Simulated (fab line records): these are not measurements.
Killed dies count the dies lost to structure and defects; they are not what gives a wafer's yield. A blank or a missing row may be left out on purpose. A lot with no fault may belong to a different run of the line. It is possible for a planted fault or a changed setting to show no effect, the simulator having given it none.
fab line records | flow n5-finfet
record: lots: 11 wafers: 33 last-day: 17
route steps=1938 shown BEOL_M13@1701 TV_OPEN@1889 PAD_METAL@1895 PASSIVATION@1909
lots that met no fault: from a run of the same line without faults
start-h: hours from the record's first day to the start of the lot's first wafer shown | wait-h: time in hours since the lot's previous step | " repeats the value in the row above | L1.1+2: a single row standing in for several wafers | - no value, or no start was given | * or withheld: withheld | < > ~ a bound
route shown NAME@n: NAME is a module with steps in the file, n the number in the route of the first one | usual: mean/standard deviation of fault-free wafers | same: alike in all rows | chamber/n: place in a boat | sites: per-site readings | _std_site: standard deviation across them | _edge_site: outer sites' mean less inner sites' | radius-mm: for every site, how far away it sits from the centre of the wafer | mask NAME#n: copy n | behind: the last tool/chamber to shape the wafer | hold: reason for holding the lot/hours on hold/outcome of the hold | device: names the non-switching transistor (n, p or np) | end of line: at the end of the route, the tests of the same wafers | for a step that has no rows: nothing shown but its recipe | killed: dies lost to structure and defects at the first sort, not the wafer's yield | map: a wafer's dies, marking killed ones x, the rest . and places with no die _
set.NAME: the run value of the setting; set.NAME@STEP: its run value at that earlier step | model.NAME: the simulator's own value behind a step, which no gauge read
a sample of lots followed through the steps of the route, with each step as a table and each wafer as a row
services: from which hour (start-h, from the record's first day; less than 0 if before it) a tool's chamber was out of use, for how many hours, and why
== steps ==
step: N5_BEOL_M13_PRECLEAN_39
recipe: chemistry: residue-remover time-s: 60 temp-c: 40
usual: temp-c: 39.99/0.11
columns lot.wafer tool chamber start-h wait-h temp-c
L914.2 wet-bench-01 6 234.00 0.1 40.12
L914.3 " 2 " " 40.08
L914.5 " 4 " " 39.85
L915.3 wet-bench-02 1 248.42 0.1 39.89
L915.5 " 4 " " 40.10
L915.6 " 0 " " 39.77
L919.3 wet-bench-02 1 267.11 0.1 39.94
L919.4 " 5 " " 40.04
L919.6 " 6 " " 40.09
L918.1 wet-bench-02 5 267.89 0.1 39.94
L918.3 " 3 " " 39.93
L918.5 " 1 " " 39.97
L921.1 wet-bench-01 2 300.11 0.1 40.05
L921.2 " 0 " " 40.13
L921.5 " 3 " " 39.86
L925.3 wet-bench-02 4 339.79 0.1 39.99
L925.4 " 2 " " 40.03
L925.6 " 7 " " 39.94
L930.1 wet-bench-02 7 342.79 0.1 40.12
L930.2 " 5 " " 39.96
L930.4 " 6 " " 39.99
L932.1 wet-bench-06 0 363.51 0.1 39.98
L932.2 " 5 " " 40.09
L932.6 " 6 " " 39.86
L934.1 wet-bench-06 5 363.97 0.1 39.74
L934.3 " 4 " " 40.01
L934.4 " 0 " " 40.11
L933.1 wet-bench-01 0 369.63 0.1 40.02
L933.3 " 3 " " 39.77
L933.6 " 4 " " 39.95
L935.1 wet-bench-01 2 374.68 0.1 40.08
L935.2 " 7 " " 39.82
L935.5 " 6 " " 39.93
step: N5_PASSIVATION_STRIP_14
recipe: chemistry: O2 power-w: 600 temp-c: 60 pressure-mtorr: 30 rf-frequency-hz: 6e+07 bias-power-w: 0 overash-fraction: 0.5 o2-flow-sccm: 225
usual: drypump-motor-current-A: 5.9/0.42 oes-product-au: 0.76/0.087 rf-vpp-V: 3.7/0.98 showerhead-plenum-p-Torr: 2.11/0.055 temp-c: 59.99/0.12 throttle-valve-pct: 16.73/0.17
columns lot.wafer tool chamber start-h wait-h drypump-motor-current-A oes-product-au rf-hours-counter-h rf-vpp-V showerhead-plenum-p-Torr temp-c throttle-valve-pct
L914.2 rie-diel-03 3 257.06 0.1 5.6 0.68 232 3.3 2.07 60.14 16.89
L914.3 " 1 " " 6.0 0.84 57 4.4 2.05 60.11 16.56
L914.5 " 0 " " 6.4 0.71 - 4.7 2.06 60.06 16.74
L915.3 rie-diel-04 1 278.33 0.1 6.2 0.74 174 3.8 2.09 59.99 16.92
L915.5 " 2 " " 6.5 0.71 - 3.6 2.07 60.04 16.69
L915.6 " 3 " " 6.4 0.70 - 4.3 2.09 60.05 16.72
L919.3 rie-diel-04 1 288.97 0.1 6.2 0.73 177 2.1 2.09 60.06 16.92
L919.4 " 0 " " 5.4 0.82 94 3.2 2.22 59.97 16.57
L919.6 " 2 " " 6.6 0.71 - 3.6 2.07 60.08 16.71
L918.1 rie-diel-03 0 309.97 0.1 6.4 0.70 240 1.8 2.06 59.84 16.74
L918.3 " 1 " " 6.1 0.83 70 3.4 2.04 60.05 16.59
L918.5 " 0 " " 6.4 0.71 - 3.9 2.06 60.02 16.79
L921.1 rie-diel-04 0 320.40 0.1 5.4 0.81 101 3.8 2.21 59.89 16.57
L921.2 " 2 " " 6.5 0.69 243 3.5 2.07 60.03 16.72
L921.5 " 2 " " 6.5 0.69 - 3.0 2.07 60.07 16.73
L930.1 rie-diel-05 1 363.62 0.1 5.8 0.69 223 2.4 2.16 60.03 16.88
L930.2 " 0 " " 5.2 0.75 145 2.7 2.09 59.91 16.91
L930.4 " 3 " " 5.7 0.78 - 2.9 2.19 59.91 16.72
L925.3 rie-diel-03 3 363.83 0.1 5.6 0.96 2 2.4 2.06 59.83 16.46
L925.4 " 1 " " 6.1 0.80 - 3.3 2.04 60.09 16.62
L925.6 " 3 " " 5.6 0.96 - 3.7 2.06 59.95 16.45
L932.1 rie-diel-03 3 383.80 0.1 5.6 0.93 9 5.9 2.06 59.80 16.49
L932.2 " 2 " " 5.5 0.70 244 2.2 2.07 60.02 16.68
L932.6 " 1 " " 6.1 0.80 - 3.9 2.03 60.02 16.62
L934.1 rie-diel-05 0 387.62 0.1 5.2 0.75 152 3.5 2.09 59.95 16.94
L934.3 " 1 " " 5.8 0.68 230 4.6 2.16 60.04 16.89
L934.4 " 3 " " 5.7 0.79 116 3.7 2.19 60.00 16.76
L933.1 rie-diel-04 2 394.34 0.1 6.5 0.98 4 4.8 2.07 60.05 16.28
L933.3 " 0 " " 5.4 0.79 125 4.0 2.20 59.95 16.64
L933.6 " 3 " " 6.5 0.67 - 5.0 2.08 60.25 16.77
L935.1 rie-diel-05 3 398.34 0.1 5.7 0.77 119 3.8 2.19 59.90 16.74
L935.2 " 1 " " 5.8 0.68 233 5.3 2.16 59.93 16.86
L935.5 " 2 " " 5.7 0.95 - 3.4 2.14 60.11 16.58
step: N5_PASSIVATION_SPUTTER_20
recipe: material: TaN target-thk-a: 500 temp-c: 25 chamber-pressure-pa: 0.4
usual: throttle-valve-pct: 29.5/1
columns lot.wafer tool chamber start-h wait-h throttle-valve-pct
L914.2 pvd-sputter-01 - 258.83 0.0 28.6
L914.3 " - " " 29.6
L914.5 " - " " 29.6
L915.3 pvd-sputter-02 - 279.16 0.0 28.7
L915.5 " - " " 28.9
L915.6 " - " " 29.9
L919.3 pvd-sputter-01 - 289.78 0.0 30.1
L919.4 " - " " 28.3
L919.6 " - " " 30.2
L918.1 pvd-sputter-01 - 310.32 0.0 28.5
L918.3 " - " " 29.6
L918.5 " - " " 30.4
L921.1 pvd-sputter-02 - 321.60 0.0 27.9
L921.2 " - " " 28.8
L921.5 " - " " 28.8
L930.1 pvd-sputter-02 - 364.15 0.0 27.8
L930.2 " - " " 30.0
L930.4 " - " " 28.6
L925.3 pvd-sputter-03 - 364.49 0.0 29.8
L925.4 " - " " 29.8
L925.6 " - " " 31.7
L932.1 pvd-sputter-02 - 384.32 0.0 27.9
L932.2 " - " " 30.0
L932.6 " - " " 28.5
L934.1 pvd-sputter-02 - 388.39 0.0 28.7
L934.3 " - " " 29.9
L934.4 " - " " 29.8
L933.1 pvd-sputter-01 - 394.64 0.0 30.3
L933.3 " - " " 29.7
L933.6 " - " " 29.7
L935.1 pvd-sputter-02 - 398.68 0.0 29.8
L935.2 " - " " 27.7
L935.5 " - " " 29.9
step: N5_PASSIVATION_AL_ETCH_33
recipe: chemistry: Cl2/BCl3 target-depth-a: 28000 over-etch-frac: 0.15 Cl2_flow_sccm: 180 bcl3-flow-sccm: 60 target: Al stop-on: TaN time-s: 466.7 ion-energy-ev: 100 pressure-mtorr: 10 icp-w: 900 bias-w: 100
usual: drypump-motor-current-A: 5.7/0.37 oes-product-au: 0.70/0.075 throttle-valve-pct: 34.3/0.35
columns lot.wafer tool chamber start-h wait-h drypump-motor-current-A oes-product-au rf-hours-counter-h throttle-valve-pct
L914.2 rie-metal-03 0 259.70 0.1 6.3 0.68 50 34.4
L914.3 " 1 " " 5.5 0.82 - 33.8
L914.5 " 0 " " 6.3 0.68 - 34.4
L915.3 rie-metal-03 0 280.22 0.2 6.3 0.68 - 34.4
L915.5 " 1 " " 5.5 0.81 - 33.8
L915.6 " 0 " " 6.3 0.68 - 34.4
L919.3 rie-metal-03 0 290.69 0.2 6.3 0.67 - 34.5
L919.4 " 1 " " 5.4 0.80 - 33.8
L919.6 " 1 " " 5.5 0.80 - 33.8
L918.1 rie-metal-03 0 311.06 0.1 6.3 0.67 55 34.5
L918.3 " 0 " " 6.3 0.67 - 34.4
L918.5 " 1 " " 5.4 0.80 - 33.8
L921.1 rie-metal-01 0 322.47 0.1 6.0 0.61 81 34.0
L921.2 " 1 " " 5.5 0.67 47 34.8
L921.5 " 1 " " 5.5 0.67 - 34.8
L930.1 rie-metal-03 1 364.90 0.1 5.4 0.77 20 33.8
L930.2 " 0 " " 6.3 0.66 60 34.4
L930.4 " 0 " " 6.3 0.66 - 34.5
L925.3 rie-metal-02 0 365.38 0.2 5.3 0.80 - 34.2
L925.4 " 1 " " 5.9 0.62 - 34.6
L925.6 " 0 " " 5.3 0.80 - 34.2
L932.1 rie-metal-02 1 385.21 0.1 5.9 0.62 85 34.5
L932.2 " 0 " " 5.3 0.80 11 34.2
L932.6 " 0 " " 5.3 0.80 - 34.2
L934.1 rie-metal-02 0 389.13 0.1 5.3 0.79 12 34.2
L934.3 " 0 " " 5.3 0.79 - 34.2
L934.4 " 1 " " 5.9 0.62 - 34.5
L933.1 rie-metal-03 0 395.39 0.1 6.3 0.65 63 34.5
L933.3 " 1 " " 5.4 0.76 - 33.8
L933.6 " 0 " " 6.3 0.65 - 34.4
L935.1 rie-metal-01 1 399.43 0.1 5.4 0.66 55 34.9
L935.2 " 0 " " 6.0 0.60 87 34.0
L935.5 " 0 " " 6.0 0.59 - 34.0
step: N5_PASSIVATION_PROBE_49
usual: defect-limited-yield: 90.9/1.3 killed_at_M0_to_M3: 35/10 killed_at_M4_up: 15/5.7 killed-at-contacts: 14/6.4 killed-at-front-end: 40/11 killed-at-other: 4/3.1 killed-dies: 108/16 killed-open: 71/11 killed-short: 34/7.7 sort_bin_5_function: 5.4/0.9 sort_bin_6_memory: 3.4/0.61 sort-n-pass: 1072/16 sort-yield-pct: 90.9/1.3
same: gross-dies: 1180 killed-at-back-side: 0 sort_bin_4_leakage[%]: 0 sort_bin_8_speed[%]: 0
columns lot.wafer tool chamber start-h wait-h defect-limited-yield[%] killed_at_M0_to_M3 killed_at_M4_up killed-at-contacts killed-at-front-end killed-at-other killed-dies killed-open killed-short sort_bin_5_function[%] sort_bin_6_memory[%] sort-n-pass sort-yield-pct[%]
L930.1 prober-01 - 369.59 0.0 79.5 36 165 9 28 4 242 61 30 12.5 4.2 938 79.5
L930.2 prober-01 - 369.64 0.1 86.3 31 83 14 31 3 162 58 32 8.2 3.0 1018 86.3
L930.4 prober-01 - 369.74 0.2 80.0 45 155 5 26 5 236 67 22 12.3 4.7 944 80.0
L925.3 prober-02 - 370.63 0.1 86.8 24 90 10 26 6 156 46 31 8.0 2.4 1024 86.8
L925.4 prober-02 - 370.68 0.2 81.8 28 148 5 31 3 215 63 26 10.9 3.7 965 81.8
L925.6 prober-02 - 370.78 0.3 78.6 22 156 19 36 20 253 79 37 13.9 4.7 927 78.6
killed by level:class
L930.1 BEOL_M13:unspecified=149 MOL_CONTACT_COAG:geometric-particle:open=9 BEOL_M0_SAQP:geometric-particle:open=8 BEOL_M2:geometric-particle:open=8 FIN_SAQP:geometric-particle:open=6 GATE_CUT:geometric-particle:short=6 BEOL_M1:geometric-particle:open=5 BEOL_M0_SAQP:geometric-particle:short=5
L930.2 BEOL_M13:unspecified=72 MOL_CONTACT_COAG:geometric-particle:open=13 FIN_SAQP:geometric-particle:open=7 FIN_SAQP:geometric-particle:short=7 BEOL_M0_SAQP:geometric-particle:open=7 BEOL_M0_SAQP:geometric-particle:short=6 BEOL_M4:geometric-particle:open=6 BEOL_M0:geometric-particle:open=5
L930.4 BEOL_M13:unspecified=144 BEOL_M2:geometric-particle:open=16 BEOL_M1:geometric-particle:open=9 BEOL_M0_SAQP:geometric-particle:short=8 FIN_SAQP:geometric-particle:open=6 STI_FIN_REVEAL:geometric-particle:open=5 DUMMY_GATE:geometric-particle:open=4 MOL_CONTACT_COAG:geometric-particle:open=4
L925.3 BEOL_M13:unspecified=79 MOL_CONTACT_COAG:geometric-particle:open=9 BEOL_M0_SAQP:geometric-particle:short=7 BEOL_M3:geometric-particle:open=6 FIN_SAQP:geometric-particle:open=5 BEOL_M1:geometric-particle:short=4 BEOL_M4:geometric-particle:open=4 FIN_SAQP:geometric-particle:short=3
L925.4 BEOL_M13:unspecified=125 BEOL_M4:geometric-particle:open=8 FIN_SAQP:geometric-particle:open=7 BEOL_M3:geometric-particle:open=7 BEOL_M1:geometric-particle:open=6 BEOL_M0_SAQP:geometric-particle:open=5 BEOL_M2:geometric-particle:open=5 FIN_SAQP:geometric-particle:short=4
L925.6 BEOL_M13:unspecified=134 MOL_CONTACT_COAG:geometric-particle:open=15 PASS1_CAP:geometric-particle:open=12 BEOL_M4:geometric-particle:open=11 FIN_SAQP:geometric-particle:open=9 BEOL_M0_SAQP:geometric-particle:short=7 STI_FIN_REVEAL:geometric-particle:open=6 PASS1_CAP:geometric-particle:short=6
== services ==
columns tool chamber start-h hours kind
rie-diel-03 1 235.73 2.8 repair
wet-bench-01 - 246.55 9.4 repair
rie-diel-03 - 252.66 2.8 pm
rie-diel-04 3 264.39 11.2 repair
rie-metal-03 - 265.67 0.1 repair
rie-diel-04 0 290.08 9.8 repair
rie-metal-02 - 291.07 2.8 pm
rie-diel-03 3 308.45 5.8 repair
wet-bench-06 - 310.01 1.1 repair
rie-diel-05 2 328.85 3.0 repair
rie-diel-03 3 334.88 - clean
rie-diel-03 3 334.88 - consumable-replace:esc
rie-diel-03 3 334.88 - consumable-replace:focus-ring
rie-diel-03 3 334.88 25.6 scheduled-down
rie-diel-03 3 334.88 25.6 vent-cycle
rie-diel-05 1 340.18 4.2 repair
rie-metal-01 0 342.08 12.0 repair
rie-diel-04 2 349.86 - clean
rie-diel-04 2 349.86 - consumable-replace:focus-ring
rie-diel-04 2 349.86 25.0 scheduled-down
rie-diel-04 2 349.86 25.0 vent-cycle
rie-diel-03 0 355.67 52.1 repair
pvd-sputter-02 - 391.44 2.1 repair
rie-metal-02 1 399.27 14.8 repair
== key ==
first-sign: step: N5_PASSIVATION_PROBE_49 reading: killed_at_M4_up direction: up sigmas: 21 usual: 15 struck: 133
effect: step: N5_PASSIVATION_PROBE_49 reading: killed-dies direction: up sigmas: 6.6 usual: 108 struck: 211
more-kills-born-at: N5_BEOL_M13_PRECLEAN_39@wet-bench-02: 703
met-at N5_BEOL_M13_PRECLEAN_39
struck-lots L925,L930
not-acting-at N5_PASSIVATION_STRIP_14,N5_PASSIVATION_SPUTTER_20,N5_PASSIVATION_AL_ETCH_33
onset-between 267.89 339.79
fault: kind: chamber-particle-source tool: wet-bench-02 chamber: - onset-h: 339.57 steps: N5_BEOL_M13_PRECLEAN_39 rate-per-visit-cm2: 1.4247 end-h: 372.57
